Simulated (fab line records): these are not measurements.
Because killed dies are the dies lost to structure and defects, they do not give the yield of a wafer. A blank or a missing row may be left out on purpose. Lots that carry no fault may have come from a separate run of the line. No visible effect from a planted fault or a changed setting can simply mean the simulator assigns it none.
Matching of chambers | flow nand-harc | NHARC_A_M1_DESCUM_14 on rie-diel-08: 4 sister chambers
The step chemistry O2, time 3 s. 4 wafers are shown with their chamber, then 11 later ones without.

## WAFERS, EACH WITH ITS CHAMBER
wafer  | chamber | showerhead-plenum-p-Torr (Torr)
L086.1 | 3       | 1.95
L086.2 | 2       | 2.06
L086.3 | 0       | 2.05
L086.4 | 1       | 2.00

## WAFERS WITHOUT THEIR CHAMBER
wafer  | showerhead-plenum-p-Torr (Torr)
L086.5 | 2.07
L086.6 | 1.95
L090.1 | 1.95
L090.3 | 2.07
L090.5 | 1.94
L089.2 | 2.00
L089.3 | 1.95
L089.5 | 1.94
L092.1 | 2.00
L092.4 | 2.05
L092.6 | 2.00

## THE CHAMBER EACH PASSED THROUGH
wafer  | from the rows above     | in truth
L086.5 | can't be placed: 2 or 0 | 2
L086.6 | 3                       | 3
L090.1 | 3                       | 3
L090.3 | can't be placed: 2 or 0 | 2
L090.5 | 3                       | 3
L089.2 | 1                       | 1
L089.3 | 3                       | 3
L089.5 | 3                       | 3
L092.1 | 1                       | 1
L092.4 | can't be placed: 0 or 2 | 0
L092.6 | 1                       | 1
Correct placement for 8 of the 11. Not placeable from these rows: 3 (in 3, the candidates include the true chamber). Placed wrongly: 0.
How it was worked out, from the rows above alone: a wafer's distance from a chamber is the root of the sum, over the readings, of the square of ((its reading less the chamber's mean) divided by the reading's scatter). If the next closest chamber is less than 2 further off than the closest, the wafer can't be placed; otherwise it belongs to the closest. Each chamber's mean is taken over the wafers shown for it. The scatter: with one shown wafer a chamber, the root of the mean of the squares of how far each hidden wafer lies from its nearest shown one.
